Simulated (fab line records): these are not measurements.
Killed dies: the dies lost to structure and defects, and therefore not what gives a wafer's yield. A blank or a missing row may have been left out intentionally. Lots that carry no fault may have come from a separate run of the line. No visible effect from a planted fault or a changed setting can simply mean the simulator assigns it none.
Split-lot study ; flow n5Finfet ; on a route of 1938 steps: 7 lots, 21 wafers read

== ABOUT THE SPLIT ==
At N5_BEOL_M11_VIA_ETCH_34 (etches SiCOH lowk in C4F6/O2, target depth 184.5 nm, time 69.2 s), the setting timeS was moved away from the recipe's 69.2 s on 10 of the 21 wafers read, by -10.6% to +17.5%. The other wafers ran this setting at the recipe's value.

The reading comes from the split's own step.

== THE READING ==
SOC_of_BEOL_M11_COAT_63.thkNm (the simulator's own value, which no gauge read), in nm, at N5_BEOL_M11_VIA_ETCH_34 (etches SiCOH lowk in C4F6/O2, target depth 184.5 nm, time 69.2 s). The file does not state a usual value for it. Here, 11 wafers ran the recipe; their average is 92.0 nm with a standard deviation of 0.4 nm.

wafer;tool, chamber at the split;timeS as run, s;against the recipe;SOC_of_BEOL_M11_COAT_63.thkNm, nm;against lot-mates on the recipe
L080.2;rieDiel-02, 3;61.86;-10.6%;93;+0.6
L080.3;rieDiel-02, 0;69.2;recipe;92.4;-
L080.4;rieDiel-02, 1;61.86;-10.6%;93.4;+1.0
L084.1;rieDiel-02, 1;69.2;recipe;91.2;-
L084.3;rieDiel-02, 3;73.18;+5.8%;90.6;-0.6
L084.4;rieDiel-02, 0;73.18;+5.8%;91.2;+0.0
L091.2;rieDiel-03, 0;81.3;+17.5%;90.6;-1.2
L091.4;rieDiel-03, 1;81.3;+17.5%;90.8;-1.0
L091.6;rieDiel-03, 3;69.2;recipe;91.8;-
L093.1;rieDiel-03, 3;69.2;recipe;92;-
L093.3;rieDiel-03, 2;69.2;recipe;92;-
L093.5;rieDiel-03, 1;75.03;+8.4%;91.4;-0.6
L095.1;rieDiel-03, 2;69.2;recipe;92.4;-
L095.3;rieDiel-03, 0;69.2;recipe;92.4;-
L095.6;rieDiel-03, 1;69.2;recipe;92.4;-
L096.1;rieDiel-02, 1;63.07;-8.9%;92.8;no lot-mate on the recipe
L096.2;rieDiel-02, 3;63.07;-8.9%;92.4;no lot-mate on the recipe
L096.4;rieDiel-02, 0;63.07;-8.9%;92.6;no lot-mate on the recipe
L097.1;rieDiel-04, 0;69.2;recipe;92;-
L097.2;rieDiel-04, 3;69.2;recipe;91.4;-
L097.3;rieDiel-04, 1;69.2;recipe;91.8;-

FIT RESULTS
A straight line over all 21 wafers: SOC_of_BEOL_M11_COAT_63.thkNm changes by -0.0863 nm for each +1% of timeS; r = -0.86; the points scatter about the line by 0.41 nm.
The same after taking each lot's own level away (the mean of its wafers on the recipe; 18 wafers): -0.0665 nm for each +1%; r = -0.94; scatter 0.18 nm.
According to that fit, moving timeS by its largest amount changes the reading by 1.2 nm.
From 91.20 to 92.40 nm: that is the span of the lots' own levels, equal to 3.0 times the standard deviation above.
Hence the slope depends on the lot-to-lot level, as the two fits are not the same.
Check: with one of the wafers moved furthest among these (+17.5%) left out of the fit, the line predicts -1.11 nm for it against its lot-mates. It came out at -1.2 nm against them.

== THE OTHER SPLITS THESE WAFERS WENT THROUGH ==
Before the reading, these wafers also passed through other splits. Each is held against what the fit with the lots' levels taken away leaves over:
other split on the same wafers;wafers away from the commonest value;r with SOC_of_BEOL_M11_COAT_63.thkNm (lot level and that fit taken away)
N5_BEOL_M9_EXPOSE_08 doseMj;5;+0.01
N5_BEOL_M10_TRENCH_ETCH_37 timeS;6;+0.20
N5_BEOL_M10_ETCH_41 sourceW;9;+0.02
N5_BEOL_M11_ETCH_66 timeS;8;-0.17

== THE WHOLE CHAIN: every reading that the file lists as answering this split, in the file's order ==
step;what it does;reading;change (the file's fit);r (the file's)
N5_BEOL_M11_VIA_ETCH_34;etches SiCOH lowk in C4F6/O2, target depth 184.5 nm, time 69.2 s;etch.depthNm (the simulator's own value, which no gauge read);+1.54 nm for each +1% of the setting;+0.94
N5_BEOL_M11_VIA_ETCH_34;etches SiCOH lowk in C4F6/O2, target depth 184.5 nm, time 69.2 s;SOC_of_BEOL_M11_COAT_63.thkNm (the simulator's own value, which no gauge read);-0.0661 nm for each +1% of the setting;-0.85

== THE FILE'S OWN FIT ==
SOC_of_BEOL_M11_COAT_63.thkNm changes by -0.0661 nm for each +1% of timeS, r = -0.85.
